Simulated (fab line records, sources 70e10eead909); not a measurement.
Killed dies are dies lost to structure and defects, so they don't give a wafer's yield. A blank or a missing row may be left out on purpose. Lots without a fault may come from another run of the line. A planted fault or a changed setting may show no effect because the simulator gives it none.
Which tool did it? | flow nand_harc | 6 lots, 18 wafers sampled, at 1 step of a route of 1302

WHAT THE GAUGES READ, wafer by wafer
NHARC_A_CONTACT_INSPECT_10.
lot  | measured     | on                | raw_defect_count
L892 | day 22 23:07 | defect_inspect-02 | 61 73 63
L895 | day 24 02:12 | defect_inspect-02 | 148 169 171
L902 | day 26 16:49 | defect_inspect-02 | 25 25 28
L906 | day 29 15:12 | defect_inspect-01 | 85 98 82
L909 | day 30 12:25 | defect_inspect-02 | 157 145 141
L913 | day 31 07:50 | defect_inspect-02 | 31 37 40

WHICH TOOL RAN EACH LOT (tool, then ch and the chambers of the sampled wafers, then the start)
The record holds no process step before these readings.

THE ANSWER, worked out from the rows above alone
Rule: what is usual is taken from the lots themselves. Put in order of their means at a reading, lots are off if they are a third of the lots or fewer, leave a main group of 4 or more, and stand apart from it by a gap of 3 or more times the standard deviation of the main group's means; of several such gaps the widest counts. A main group whose means are all the same, to the digits that the tables above print for the reading, isn't used. A lot without any number at a reading at which 4 lots or more have one is off too. The other lots that the step has rows for count as sound.
No lot is off at any reading shown: from this, nothing can be told.

WHAT THE SIMULATOR HAD PUT IN
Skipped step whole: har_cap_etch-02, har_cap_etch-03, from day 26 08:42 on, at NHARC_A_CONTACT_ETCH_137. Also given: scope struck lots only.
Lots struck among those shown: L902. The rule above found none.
